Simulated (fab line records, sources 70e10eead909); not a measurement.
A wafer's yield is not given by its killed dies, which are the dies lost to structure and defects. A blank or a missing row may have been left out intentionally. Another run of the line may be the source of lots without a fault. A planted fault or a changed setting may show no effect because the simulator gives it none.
fab line records :: flow nand_harc
[record]
  lots = 5
  wafers = 15
  last_day = 23
route steps=1159 shown THIN_TSV@1101 END@1159
lots with no fault: from the same line, run without faults
start_h: hours from the record's opening day to when the first of the lot's shown wafers began :: wait_h: hours elapsed since this lot's preceding step :: " as in the row above :: L1.1+2: a row that stands for several wafers :: - value missing, or start not given :: * or withheld: withheld :: < > ~ a bound
route shown NAME@n: NAME is a module with steps in the file, n the number in the route of the first one :: usual: mean/standard deviation of fault-free wafers :: same: alike in all rows :: chamber/n: place in a boat :: sites: per-site readings :: _std_site: standard deviation across them :: _edge_site: the outer-site mean with the inner-site mean subtracted :: radius_mm: for every site, how far away it sits from the centre of the wafer :: mask NAME#n: copy n :: behind: tool/chamber where the wafer was last shaped :: hold: why the lot went on hold/how many hours it stayed there/how the hold came to an end :: device: whichever transistor did not switch (one of n, p or np) :: end of line: the same wafers' tests at the end of the route :: step lacking rows: just its recipe :: killed: dies that structure and defects cost at the first sort, which is not the same as the wafer's yield :: map: dies across one wafer; x = killed, . = not, _ = none there
set.NAME: the setting the step ran with; set.NAME@STEP: the setting that earlier step ran with :: model.NAME: the simulator's own value behind a step, which no gauge read
lots at some steps of the route; a table a step, a row a wafer
services: a tool's chamber out of use, with start hour (start_h, from the record's first day; less than 0 if before it), hours out, and reason
[[steps]]
[step NHARC_THIN_TSV_GRIND_00]
[recipe]
  target_thk_um = 6
[usual]
  head_pressure_psi = 4.003/0.0077
  motor_current_A = 12.000/0.025
lot.wafer: L561.2
tool: grinder-01
chamber: 0
start_h: 431.14
wait_h: 0.3
head_pressure_psi: 3.998
motor_current_A: 12.011

lot.wafer: L561.3
tool: grinder-01
chamber: 0
start_h: 431.14
wait_h: 0.3
head_pressure_psi: 3.993
motor_current_A: 12.000

lot.wafer: L561.5
tool: grinder-01
chamber: 0
start_h: 431.14
wait_h: 0.3
head_pressure_psi: 4.010
motor_current_A: 11.987

lot.wafer: L565.1
tool: grinder-01
chamber: 0
start_h: 432.14
wait_h: 1.4
head_pressure_psi: 4.007
motor_current_A: 12.003

lot.wafer: L565.4
tool: grinder-01
chamber: 0
start_h: 432.14
wait_h: 1.4
head_pressure_psi: 4.011
motor_current_A: 12.030

lot.wafer: L565.5
tool: grinder-01
chamber: 0
start_h: 432.14
wait_h: 1.4
head_pressure_psi: 4.013
motor_current_A: 12.019

lot.wafer: L570.1
tool: grinder-01
chamber: 0
start_h: 495.05
wait_h: 1.7
head_pressure_psi: 3.993
motor_current_A: 12.028

lot.wafer: L570.4
tool: grinder-01
chamber: 0
start_h: 495.05
wait_h: 1.7
head_pressure_psi: 4.001
motor_current_A: 12.004

lot.wafer: L570.6
tool: grinder-01
chamber: 0
start_h: 495.05
wait_h: 1.7
head_pressure_psi: 4.000
motor_current_A: 12.018

lot.wafer: L579.1
tool: grinder-01
chamber: 0
start_h: 524.85
wait_h: 3.7
head_pressure_psi: 4.002
motor_current_A: 11.972

lot.wafer: L579.2
tool: grinder-01
chamber: 0
start_h: 524.85
wait_h: 3.7
head_pressure_psi: 4.003
motor_current_A: 11.998

lot.wafer: L579.6
tool: grinder-01
chamber: 0
start_h: 524.85
wait_h: 3.7
head_pressure_psi: 3.987
motor_current_A: 12.017

lot.wafer: L577.2
tool: grinder-01
chamber: 0
start_h: 526.25
wait_h: 5.1
head_pressure_psi: 4.006
motor_current_A: 11.987

lot.wafer: L577.5
tool: grinder-01
chamber: 0
start_h: 526.25
wait_h: 5.1
head_pressure_psi: 4.004
motor_current_A: 12.025

lot.wafer: L577.6
tool: grinder-01
chamber: 0
start_h: 526.25
wait_h: 5.1
head_pressure_psi: 4.002
motor_current_A: 12.014
[step NHARC_THIN_TSV_CMP_01]
[recipe]
  target_thk_um = 3
[usual]
  motor_current_A = 12.0/1.4
lot.wafer: L561.3
tool: cmp-01
chamber: 3
start_h: 432.18
wait_h: 0.6
motor_current_A: 9.8

lot.wafer: L561.2
tool: cmp-01
chamber: 1
start_h: 432.18
wait_h: 0.6
motor_current_A: 12.8

lot.wafer: L561.5
tool: cmp-01
chamber: 0
start_h: 432.18
wait_h: 0.6
motor_current_A: 14.0

lot.wafer: L565.1
tool: cmp-02
chamber: 1
start_h: 433.44
wait_h: 1.1
motor_current_A: 11.0

lot.wafer: L565.4
tool: cmp-02
chamber: 2
start_h: 433.44
wait_h: 1.1
motor_current_A: 10.7

lot.wafer: L565.5
tool: cmp-02
chamber: 3
start_h: 433.44
wait_h: 1.1
motor_current_A: 11.1

lot.wafer: L570.4
tool: cmp-02
chamber: 0
start_h: 496.32
wait_h: 0.5
motor_current_A: 11.4

lot.wafer: L570.1
tool: cmp-02
chamber: 1
start_h: 496.32
wait_h: 0.5
motor_current_A: 11.3

lot.wafer: L570.6
tool: cmp-02
chamber: 3
start_h: 496.32
wait_h: 0.5
motor_current_A: 10.5

lot.wafer: L579.1
tool: cmp-02
chamber: 2
start_h: 526.10
wait_h: 1.1
motor_current_A: 10.5

lot.wafer: L579.2
tool: cmp-02
chamber: 0
start_h: 526.10
wait_h: 1.1
motor_current_A: 11.1

lot.wafer: L579.6
tool: cmp-02
chamber: 2
start_h: 526.10
wait_h: 1.1
motor_current_A: 10.5

lot.wafer: L577.2
tool: cmp-02
chamber: 3
start_h: 527.26
wait_h: 0.8
motor_current_A: 11.0

lot.wafer: L577.5
tool: cmp-02
chamber: 3
start_h: 527.26
wait_h: 0.8
motor_current_A: 11.1

lot.wafer: L577.6
tool: cmp-02
chamber: 0
start_h: 527.26
wait_h: 0.8
motor_current_A: 11.1
[step NHARC_THIN_TSV_THK_MEAS_02]
[recipe]
  thk_meas_gauge = ir
[usual]
  thk_nm = 3026/200
lot.wafer: L561.2
tool: film_metro-02
chamber: -
start_h: 432.44
wait_h: 0.2
thk_nm: 3002

lot.wafer: L561.3
tool: film_metro-02
chamber: -
start_h: 432.44
wait_h: 0.2
thk_nm: 2886

lot.wafer: L561.5
tool: film_metro-02
chamber: -
start_h: 432.44
wait_h: 0.2
thk_nm: 2911

lot.wafer: L565.1
tool: film_metro-01
chamber: -
start_h: 433.66
wait_h: -
thk_nm: 3067

lot.wafer: L565.4
tool: film_metro-01
chamber: -
start_h: 433.66
wait_h: -
thk_nm: 2904

lot.wafer: L565.5
tool: film_metro-01
chamber: -
start_h: 433.66
wait_h: -
thk_nm: 2773

lot.wafer: L570.1
tool: film_metro-01
chamber: -
start_h: 496.57
wait_h: 0.2
thk_nm: 3002

lot.wafer: L570.4
tool: film_metro-01
chamber: -
start_h: 496.57
wait_h: 0.2
thk_nm: 3170

lot.wafer: L570.6
tool: film_metro-01
chamber: -
start_h: 496.57
wait_h: 0.2
thk_nm: 3193

lot.wafer: L579.1
tool: film_metro-01
chamber: -
start_h: 526.34
wait_h: 0.2
thk_nm: 3210

lot.wafer: L579.2
tool: film_metro-01
chamber: -
start_h: 526.34
wait_h: 0.2
thk_nm: 3208

lot.wafer: L579.6
tool: film_metro-01
chamber: -
start_h: 526.34
wait_h: 0.2
thk_nm: 2987

lot.wafer: L577.2
tool: film_metro-01
chamber: -
start_h: 527.52
wait_h: -
thk_nm: 2829

lot.wafer: L577.5
tool: film_metro-01
chamber: -
start_h: 527.52
wait_h: -
thk_nm: 2815

lot.wafer: L577.6
tool: film_metro-01
chamber: -
start_h: 527.52
wait_h: -
thk_nm: 2919
[step NHARC_THIN_TSV_SRD_03]
[step NHARC_THIN_TSV_PRECLEAN_41]
[recipe]
  time_s = *
  temp_c = 50
  bath_age_min = 0
  chemistry = SC1
[step NHARC_THIN_TSV_SRD_42]
[step NHARC_THIN_TSV_DEP_43]
[recipe]
  target_thk_a = 13285
  temp_c = withheld
  pressure_torr = 6.5
  rf_w = 900
  teos_flow_sccm = 161.4
  flow_sccm = 2650
  target_thk_nm = 1328.5
  gas = O2
  material = SiO2
[usual]
  rf_fwd_power_W = 897.8/2.6
  throttle_valve_pct = 15.7/0.61
lot.wafer: L561.2
tool: pecvd-04
chamber: 1
start_h: 432.71
wait_h: -
rf_fwd_power_W: 898.9
throttle_valve_pct: 15.0

lot.wafer: L561.3
tool: pecvd-04
chamber: 2
start_h: 432.71
wait_h: -
rf_fwd_power_W: 901.6
throttle_valve_pct: 15.7

lot.wafer: L561.5
tool: pecvd-04
chamber: 2
start_h: 432.71
wait_h: -
rf_fwd_power_W: 898.0
throttle_valve_pct: 15.8

lot.wafer: L565.1
tool: pecvd-04
chamber: 1
start_h: 433.92
wait_h: -
rf_fwd_power_W: 899.5
throttle_valve_pct: 14.9

lot.wafer: L565.5
tool: pecvd-04
chamber: 0
start_h: 433.92
wait_h: -
rf_fwd_power_W: 892.6
throttle_valve_pct: 15.5

lot.wafer: L565.4
tool: pecvd-04
chamber: 1
start_h: 433.92
wait_h: -
rf_fwd_power_W: 900.3
throttle_valve_pct: 15.0

lot.wafer: L570.1
tool: pecvd-03
chamber: 1
start_h: 496.88
wait_h: -
rf_fwd_power_W: 896.8
throttle_valve_pct: 16.2

lot.wafer: L570.4
tool: pecvd-03
chamber: 2
start_h: 496.88
wait_h: -
rf_fwd_power_W: 898.9
throttle_valve_pct: 16.6

lot.wafer: L570.6
tool: pecvd-03
chamber: 0
start_h: 496.88
wait_h: -
rf_fwd_power_W: 900.8
throttle_valve_pct: 15.6

lot.wafer: L579.2
tool: pecvd-04
chamber: 2
start_h: 526.61
wait_h: -
rf_fwd_power_W: 900.8
throttle_valve_pct: 16.0

lot.wafer: L579.1
tool: pecvd-04
chamber: 0
start_h: 526.61
wait_h: -
rf_fwd_power_W: 897.3
throttle_valve_pct: 15.8

lot.wafer: L579.6
tool: pecvd-04
chamber: 1
start_h: 526.61
wait_h: -
rf_fwd_power_W: 897.5
throttle_valve_pct: 15.0

lot.wafer: L577.2
tool: pecvd-03
chamber: 2
start_h: 527.79
wait_h: -
rf_fwd_power_W: 894.0
throttle_valve_pct: 16.6

lot.wafer: L577.5
tool: pecvd-03
chamber: 1
start_h: 527.79
wait_h: -
rf_fwd_power_W: 902.3
throttle_valve_pct: 16.7

lot.wafer: L577.6
tool: pecvd-03
chamber: 0
start_h: 527.79
wait_h: -
rf_fwd_power_W: 894.8
throttle_valve_pct: 15.4
[step NHARC_THIN_TSV_DEHYDRATE_04]
[recipe]
  temp_c = 150
  time_s = 120
[step NHARC_THIN_TSV_HMDS_05]
[recipe]
  time_s = 30
[step NHARC_THIN_TSV_COAT_06]
[recipe]
  spin_rpm = *
[step NHARC_THIN_TSV_SOFTBAKE_07]
[recipe]
  temp_c = 122
  time_s = 95
[step NHARC_THIN_TSV_EBR_08]
[step NHARC_THIN_TSV_EXPOSE_09]
[recipe]
  na = 0.55
  dose_mj = 30.7
  mask_id = TSV
[usual]
  exposure_dose_mJ_cm2 = 30.702/0.026
lot.wafer: L561.2
tool: krf_scanner-02
chamber: 0
start_h: 433.35
wait_h: -
mask: TSV#0
exposure_dose_mJ_cm2: 30.700

lot.wafer: L561.3
tool: krf_scanner-02
chamber: 0
start_h: 433.35
wait_h: -
mask: TSV#0
exposure_dose_mJ_cm2: 30.701

lot.wafer: L561.5
tool: krf_scanner-02
chamber: 0
start_h: 433.35
wait_h: -
mask: TSV#0
exposure_dose_mJ_cm2: 30.717

lot.wafer: L565.1
tool: krf_scanner-02
chamber: 0
start_h: 434.42
wait_h: -
mask: TSV#0
exposure_dose_mJ_cm2: 30.662

lot.wafer: L565.4
tool: krf_scanner-02
chamber: 0
start_h: 434.42
wait_h: -
mask: TSV#0
exposure_dose_mJ_cm2: 30.685

lot.wafer: L565.5
tool: krf_scanner-02
chamber: 0
start_h: 434.42
wait_h: -
mask: TSV#0
exposure_dose_mJ_cm2: 30.659

lot.wafer: L570.1
tool: krf_scanner-02
chamber: 0
start_h: 497.46
wait_h: -
mask: TSV#0
exposure_dose_mJ_cm2: 40.121

lot.wafer: L570.4
tool: krf_scanner-02
chamber: 0
start_h: 497.46
wait_h: -
mask: TSV#0
exposure_dose_mJ_cm2: 40.082

lot.wafer: L570.6
tool: krf_scanner-02
chamber: 0
start_h: 497.46
wait_h: -
mask: TSV#0
exposure_dose_mJ_cm2: 40.127

lot.wafer: L579.1
tool: krf_scanner-04
chamber: 0
start_h: 527.23
wait_h: -
mask: TSV#0
exposure_dose_mJ_cm2: 30.631

lot.wafer: L579.2
tool: krf_scanner-04
chamber: 0
start_h: 527.23
wait_h: -
mask: TSV#0
exposure_dose_mJ_cm2: 30.669

lot.wafer: L579.6
tool: krf_scanner-04
chamber: 0
start_h: 527.23
wait_h: -
mask: TSV#0
exposure_dose_mJ_cm2: 30.688

lot.wafer: L577.2
tool: krf_scanner-04
chamber: 0
start_h: 528.30
wait_h: -
mask: TSV#0
exposure_dose_mJ_cm2: 30.702

lot.wafer: L577.5
tool: krf_scanner-04
chamber: 0
start_h: 528.30
wait_h: -
mask: TSV#0
exposure_dose_mJ_cm2: 30.681

lot.wafer: L577.6
tool: krf_scanner-04
chamber: 0
start_h: 528.30
wait_h: -
mask: TSV#0
exposure_dose_mJ_cm2: 30.723
[step NHARC_THIN_TSV_PEB_10]
[recipe]
  peb_temp_c = 118
  peb_time_s = 85
[step NHARC_THIN_TSV_DEVELOP_11]
[recipe]
  time_s = 70
[step NHARC_THIN_TSV_CD_MEAS_12]
[recipe]
  target_cd_nm = 1000
  landing_energy_ev = 500
[usual]
  cd_nm = 1000.8/2.4
[same]
  landing_energy_ev = 500
lot.wafer: L561.2
tool: cd_sem-02
chamber: 0
start_h: 433.50
wait_h: -
cd_nm: 1001.1

lot.wafer: L561.3
tool: cd_sem-02
chamber: 0
start_h: 433.50
wait_h: -
cd_nm: 1001.1

lot.wafer: L561.5
tool: cd_sem-02
chamber: 0
start_h: 433.50
wait_h: -
cd_nm: 1004.2

lot.wafer: L565.1
tool: cd_sem-03
chamber: 0
start_h: 434.58
wait_h: -
cd_nm: 1004.6

lot.wafer: L565.4
tool: cd_sem-03
chamber: 0
start_h: 434.58
wait_h: -
cd_nm: 1003.7

lot.wafer: L565.5
tool: cd_sem-03
chamber: 0
start_h: 434.58
wait_h: -
cd_nm: 1002.0

lot.wafer: L570.1
tool: cd_sem-01
chamber: 0
start_h: 497.62
wait_h: -
cd_nm: 1009.3

lot.wafer: L570.4
tool: cd_sem-01
chamber: 0
start_h: 497.62
wait_h: -
cd_nm: 1009.7

lot.wafer: L570.6
tool: cd_sem-01
chamber: 0
start_h: 497.62
wait_h: -
cd_nm: 1009.8

lot.wafer: L579.1
tool: cd_sem-03
chamber: 0
start_h: 527.39
wait_h: -
cd_nm: 1004.8

lot.wafer: L579.2
tool: cd_sem-03
chamber: 0
start_h: 527.39
wait_h: -
cd_nm: 1001.9

lot.wafer: L579.6
tool: cd_sem-03
chamber: 0
start_h: 527.39
wait_h: -
cd_nm: 1004.3

lot.wafer: L577.2
tool: cd_sem-01
chamber: 0
start_h: 528.45
wait_h: -
cd_nm: 1002.2

lot.wafer: L577.5
tool: cd_sem-01
chamber: 0
start_h: 528.45
wait_h: -
cd_nm: 999.8

lot.wafer: L577.6
tool: cd_sem-01
chamber: 0
start_h: 528.45
wait_h: -
cd_nm: 999.8
[step NHARC_THIN_TSV_HARDBAKE_13]
[recipe]
  temp_c = 125
  time_s = 80
[step NHARC_END_SORT_01]
[recipe]
  temp_c = 25
[usual]
  defect_limited_yield = 95.2/1.6
  killed_at_array = 29/11
  killed_at_other = 0.5/0.89
  killed_at_periphery = 3.3/2
  killed_dies = 32/11
  killed_open = 3.1/1.9
  killed_short = 2.3/1.6
  sort_bin_2_pct = 1.5/0.71
  sort_bin_3_pct = 0.30/0.22
  sort_bin_4_pct = 3.0/1.1
  sort_n_pass = 645/11
  sort_rim_yield_pct = 97.3/1.8
  sort_yield_pct = 95.2/1.6
[same]
  gross_dies = 677
  sort_bin_5_pct[%] = 0
  sort_bin_6_pct[%] = 0
  sort_bin_7_pct[%] = 0
  sort_bin_8_pct[%] = 0
  sort_rim_n_gross = 106.00
lot.wafer: L561.2
tool: prober-02
chamber: 0
start_h: 452.30
wait_h: 2.8
defect_limited_yield[%]: 94.7
killed_at_array: 34
killed_at_other: 0
killed_at_periphery: 2
killed_dies: 36
killed_open: 2
killed_short: 2
sort_bin_2_pct[%]: 1.6
sort_bin_3_pct[%]: 0.30
sort_bin_4_pct[%]: 3.4
sort_n_pass: 641
sort_rim_yield_pct[%]: 97.2
sort_yield_pct[%]: 94.7

lot.wafer: L561.3
tool: prober-02
chamber: 0
start_h: 453.09
wait_h: 3.1
defect_limited_yield[%]: 95.0
killed_at_array: 32
killed_at_other: 1
killed_at_periphery: 1
killed_dies: 34
killed_open: 3
killed_short: 2
sort_bin_2_pct[%]: 2.2
sort_bin_3_pct[%]: 0.30
sort_bin_4_pct[%]: 2.5
sort_n_pass: 643
sort_rim_yield_pct[%]: 94.3
sort_yield_pct[%]: 95.0

lot.wafer: L561.5
tool: prober-02
chamber: 0
start_h: 454.68
wait_h: 3.7
defect_limited_yield[%]: 95.0
killed_at_array: 32
killed_at_other: 0
killed_at_periphery: 2
killed_dies: 34
killed_open: 6
killed_short: 2
sort_bin_2_pct[%]: 1.3
sort_bin_3_pct[%]: 0.15
sort_bin_4_pct[%]: 3.5
sort_n_pass: 643
sort_rim_yield_pct[%]: 98.1
sort_yield_pct[%]: 95.0

lot.wafer: L570.1
tool: prober-02
chamber: 0
start_h: 511.08
wait_h: 2.5
defect_limited_yield[%]: 95.3
killed_at_array: 30
killed_at_other: 0
killed_at_periphery: 2
killed_dies: 32
killed_open: 3
killed_short: 5
sort_bin_2_pct[%]: 1.5
sort_bin_3_pct[%]: 0.44
sort_bin_4_pct[%]: 2.8
sort_n_pass: 645
sort_rim_yield_pct[%]: 99.1
sort_yield_pct[%]: 95.3

lot.wafer: L570.4
tool: prober-02
chamber: 0
start_h: 513.47
wait_h: 3.4
defect_limited_yield[%]: 95.7
killed_at_array: 23
killed_at_other: 0
killed_at_periphery: 6
killed_dies: 29
killed_open: 8
killed_short: 1
sort_bin_2_pct[%]: 2.2
sort_bin_3_pct[%]: 0.15
sort_bin_4_pct[%]: 1.9
sort_n_pass: 648
sort_rim_yield_pct[%]: 98.1
sort_yield_pct[%]: 95.7

lot.wafer: L570.6
tool: prober-02
chamber: 0
start_h: 515.06
wait_h: 4.0
defect_limited_yield[%]: 94.7
killed_at_array: 32
killed_at_other: 1
killed_at_periphery: 3
killed_dies: 36
killed_open: 2
killed_short: 3
sort_bin_2_pct[%]: 1.5
sort_bin_3_pct[%]: 0.15
sort_bin_4_pct[%]: 3.7
sort_n_pass: 641
sort_rim_yield_pct[%]: 99.1
sort_yield_pct[%]: 94.7

lot.wafer: L579.1
tool: prober-02
chamber: 0
start_h: 546.62
wait_h: 2.5
defect_limited_yield[%]: 92.9
killed_at_array: 44
killed_at_other: 0
killed_at_periphery: 4
killed_dies: 48
killed_open: 3
killed_short: 2
sort_bin_2_pct[%]: 2.7
sort_bin_3_pct[%]: 0.44
sort_bin_4_pct[%]: 4.0
sort_n_pass: 629
sort_rim_yield_pct[%]: 98.1
sort_yield_pct[%]: 92.9

lot.wafer: L579.2
tool: prober-02
chamber: 0
start_h: 547.41
wait_h: 2.8
defect_limited_yield[%]: 92.6
killed_at_array: 49
killed_at_other: 0
killed_at_periphery: 1
killed_dies: 50
killed_open: 2
killed_short: 1
sort_bin_2_pct[%]: 1.9
sort_bin_3_pct[%]: 0.74
sort_bin_4_pct[%]: 4.7
sort_n_pass: 627
sort_rim_yield_pct[%]: 98.1
sort_yield_pct[%]: 92.6

lot.wafer: L579.6
tool: prober-02
chamber: 0
start_h: 550.58
wait_h: 4.0
defect_limited_yield[%]: 93.6
killed_at_array: 43
killed_at_other: 0
killed_at_periphery: 0
killed_dies: 43
killed_open: 1
killed_short: 1
sort_bin_2_pct[%]: 2.7
sort_bin_3_pct[%]: 0.15
sort_bin_4_pct[%]: 3.5
sort_n_pass: 634
sort_rim_yield_pct[%]: 100.0
sort_yield_pct[%]: 93.6
// killed by level:class
L561.2 A_SLIT:chamber_film_flake=14 A_CHANNEL_HOLE_D1:chamber_film_flake=13 A_CHANNEL_FILL_D1:chamber_film_flake=3 P_M0:geometric_particle:open=1 A_SOURCE_PLATE:geometric_particle:short=1 A_WL_FILL:geometric_particle:short=1 A_M0:geometric_particle:open=1 P_GATE:chamber_film_flake=1
L561.3 A_CHANNEL_HOLE_D1:chamber_film_flake=12 A_SLIT:chamber_film_flake=8 A_CONTACT:chamber_film_flake=4 A_ZERO_WELL:chamber_film_flake=2 P_CONTACT:geometric_particle:open=1 A_CHANNEL_FILL_D1:geometric_particle:open=1 A_CHANNEL_FILL_D1:geometric_particle:short=1 A_WL_FILL:geometric_particle:short=1
L561.5 A_CHANNEL_HOLE_D1:chamber_film_flake=14 A_SLIT:chamber_film_flake=9 A_CONTACT:geometric_particle:open=2 A_CONTACT:chamber_film_flake=2 P_STI:geometric_particle:open=1 P_GATE:geometric_particle:open=1 A_ONON_D1:geometric_particle:short=1 A_CHANNEL_FILL_D1:geometric_particle:open=1
L570.1 A_CHANNEL_HOLE_D1:chamber_film_flake=20 A_CONTACT:chamber_film_flake=3 A_CHANNEL_HOLE_D1:geometric_particle:short=2 P_CONTACT:geometric_particle:open=1 P_M0:geometric_particle:open=1 A_ONON_D1:geometric_particle:short=1 A_CHANNEL_FILL_D1:geometric_particle:short=1 A_CONTACT:geometric_particle:short=1
L570.4 A_CHANNEL_HOLE_D1:chamber_film_flake=12 P_M0:geometric_particle:open=4 A_STAIRCASE:chamber_film_flake=3 A_WL_FILL:chamber_film_flake=2 P_M0:geometric_particle:short=1 A_CHANNEL_FILL_D1:geometric_particle:open=1 A_WL_FILL:geometric_particle:open=1 A_CONTACT:geometric_particle:open=1
L570.6 A_CHANNEL_HOLE_D1:chamber_film_flake=20 A_STAIRCASE:chamber_film_flake=4 A_CONTACT:chamber_film_flake=4 P_GATE:geometric_particle:short=1 P_M0:geometric_particle:open=1 A_ONON_D1:geometric_particle:short=1 A_CHANNEL_FILL_D1:geometric_particle:short=1 A_M0:geometric_particle:open=1
L579.1 A_CHANNEL_HOLE_D1:chamber_film_flake=18 A_SLIT:chamber_film_flake=16 A_STAIRCASE:chamber_film_flake=6 P_STI:chamber_film_flake=2 P_CONTACT:geometric_particle:open=1 P_M0:geometric_particle:open=1 A_ONON_D1:geometric_particle:short=1 A_WL_FILL:geometric_particle:short=1
L579.2 A_CHANNEL_HOLE_D1:chamber_film_flake=23 A_SLIT:chamber_film_flake=15 A_CONTACT:chamber_film_flake=6 A_STAIRCASE:chamber_film_flake=3 P_CONTACT:geometric_particle:open=1 A_CHANNEL_HOLE_D1:geometric_particle:open=1 A_WL_FILL:geometric_particle:short=1
L579.6 A_CHANNEL_HOLE_D1:chamber_film_flake=20 A_SLIT:chamber_film_flake=14 A_STAIRCASE:chamber_film_flake=4 A_CONTACT:chamber_film_flake=3 A_CHANNEL_FILL_D1:geometric_particle:short=1 A_M0:geometric_particle:open=1
[[services]]
tool: cmp-02
chamber: -
start_h: 422.73
hours: 4.0
kind: pm

tool: pecvd-03
chamber: 1
start_h: 423.89
hours: 2.6
kind: repair

tool: cmp-02
chamber: -
start_h: 426.73
hours: -
kind: consumable_replace:conditioner

tool: cmp-02
chamber: -
start_h: 426.73
hours: -
kind: consumable_replace:pad

tool: krf_scanner-02
chamber: -
start_h: 430.45
hours: 0.9
kind: repair

tool: cmp-01
chamber: -
start_h: 430.68
hours: 1.3
kind: repair

tool: krf_scanner-04
chamber: -
start_h: 449.76
hours: 0.9
kind: repair

tool: krf_scanner-04
chamber: -
start_h: 457.04
hours: 2.1
kind: repair

tool: cmp-01
chamber: -
start_h: 459.42
hours: 0.4
kind: repair

tool: pecvd-04
chamber: 0
start_h: 466.14
hours: 5.1
kind: repair

tool: grinder-01
chamber: -
start_h: 468.61
hours: 1.0
kind: repair

tool: grinder-01
chamber: -
start_h: 470.25
hours: 0.4
kind: repair

tool: krf_scanner-04
chamber: -
start_h: 471.62
hours: 4.0
kind: pm

tool: pecvd-03
chamber: -
start_h: 473.00
hours: 13.0
kind: pm

tool: pecvd-03
chamber: 0
start_h: 473.00
hours: 13.0
kind: vent_cycle

tool: pecvd-03
chamber: 1
start_h: 473.00
hours: 13.0
kind: vent_cycle

tool: pecvd-03
chamber: 2
start_h: 473.00
hours: 13.0
kind: vent_cycle

tool: grinder-01
chamber: -
start_h: 475.55
hours: 0.6
kind: repair

tool: cmp-01
chamber: -
start_h: 482.73
hours: 4.0
kind: pm

tool: krf_scanner-02
chamber: -
start_h: 484.39
hours: 12.6
kind: repair

tool: pecvd-03
chamber: 0
start_h: 486.00
hours: -
kind: clean

tool: cmp-02
chamber: -
start_h: 520.85
hours: 4.0
kind: pm

tool: cmp-02
chamber: -
start_h: 524.85
hours: -
kind: consumable_replace:conditioner

tool: cmp-02
chamber: -
start_h: 524.85
hours: -
kind: consumable_replace:pad
[[key]]
[first_sign]
  step = NHARC_THIN_TSV_EXPOSE_09
  reading = exposure_dose_mJ_cm2
  direction = up
  sigmas = 99+
  usual = 30.702
  struck = 40.110
[effect]
  step = NHARC_THIN_TSV_CD_MEAS_12
  reading = cd_nm
  direction = up
  sigmas = 3.7
  usual = 1000.8
  struck = 1009.6
met_at NHARC_THIN_TSV_EXPOSE_09
struck_wafers L570.1,L570.4,L570.6
onset_between 434.42 497.46
[fault]
  kind = process_parameter_drift
  tool = krf_scanner-02
  chamber = -
  onset_h = 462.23
  steps = NHARC_THIN_TSV_EXPOSE_09
  channel = dose_mj
  offset = 9.4035
  shape = step
  acts_in = these_recipes_only
  stated = 30.7
